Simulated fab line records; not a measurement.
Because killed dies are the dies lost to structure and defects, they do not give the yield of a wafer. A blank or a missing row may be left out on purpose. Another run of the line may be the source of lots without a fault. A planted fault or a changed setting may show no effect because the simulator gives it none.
Matching of chambers || flow n5-finfet || 4 sister chambers for N5_BEOL_M6_ETCH_61 on rie-diel-02
The step etches SiARC in CF4, target depth 45.5 nm, time 75.8 s. 4 wafers are shown with their chamber, then 9 later ones without.

EACH WAFER AND ITS CHAMBER
{"wafer": "L077.6", "chamber": 2, "drypump-motor-current-A (A)": 5.1}
{"wafer": "L090.2", "chamber": 3, "drypump-motor-current-A (A)": 5.9}
{"wafer": "L090.5", "chamber": 0, "drypump-motor-current-A (A)": 6.5}
{"wafer": "L090.6", "chamber": 1, "drypump-motor-current-A (A)": 6.2}

WAFERS WITHOUT THEIR CHAMBER
{"wafer": "L093.2", "drypump-motor-current-A (A)": 6.3}
{"wafer": "L093.4", "drypump-motor-current-A (A)": 5.9}
{"wafer": "L093.5", "drypump-motor-current-A (A)": 5.9}
{"wafer": "L094.1", "drypump-motor-current-A (A)": 6.4}
{"wafer": "L094.2", "drypump-motor-current-A (A)": 6.3}
{"wafer": "L094.3", "drypump-motor-current-A (A)": 5.1}
{"wafer": "L097.1", "drypump-motor-current-A (A)": 5.1}
{"wafer": "L097.3", "drypump-motor-current-A (A)": 6.3}
{"wafer": "L097.5", "drypump-motor-current-A (A)": 6.3}

EACH ONE'S CHAMBER
{"wafer": "L093.2", "from the rows above": "can't be placed: 1 or 0", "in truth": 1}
{"wafer": "L093.4", "from the rows above": 3, "in truth": 3}
{"wafer": "L093.5", "from the rows above": 3, "in truth": 3}
{"wafer": "L094.1", "from the rows above": "can't be placed: 0 or 1", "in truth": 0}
{"wafer": "L094.2", "from the rows above": "can't be placed: 1 or 0", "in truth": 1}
{"wafer": "L094.3", "from the rows above": 2, "in truth": 2}
{"wafer": "L097.1", "from the rows above": 2, "in truth": 2}
{"wafer": "L097.3", "from the rows above": "can't be placed: 1 or 0", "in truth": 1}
{"wafer": "L097.5", "from the rows above": "can't be placed: 1 or 0", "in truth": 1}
4 of 9 placed correctly. Cannot be placed on the basis of these rows: 5; the candidates contain the true chamber in 5. Number placed wrongly: 0.
How it was worked out, from the rows above alone: a wafer's distance from a chamber is the root of the sum, over the readings, of the square of ((its reading less the chamber's mean) divided by the reading's scatter). If the next closest chamber is less than 2 further off than the closest, the wafer can't be placed; otherwise it belongs to the closest. Each chamber's mean is taken over the wafers shown for it. The scatter: root of mean squared gap, hidden wafer to nearest shown wafer, with one shown wafer a chamber.
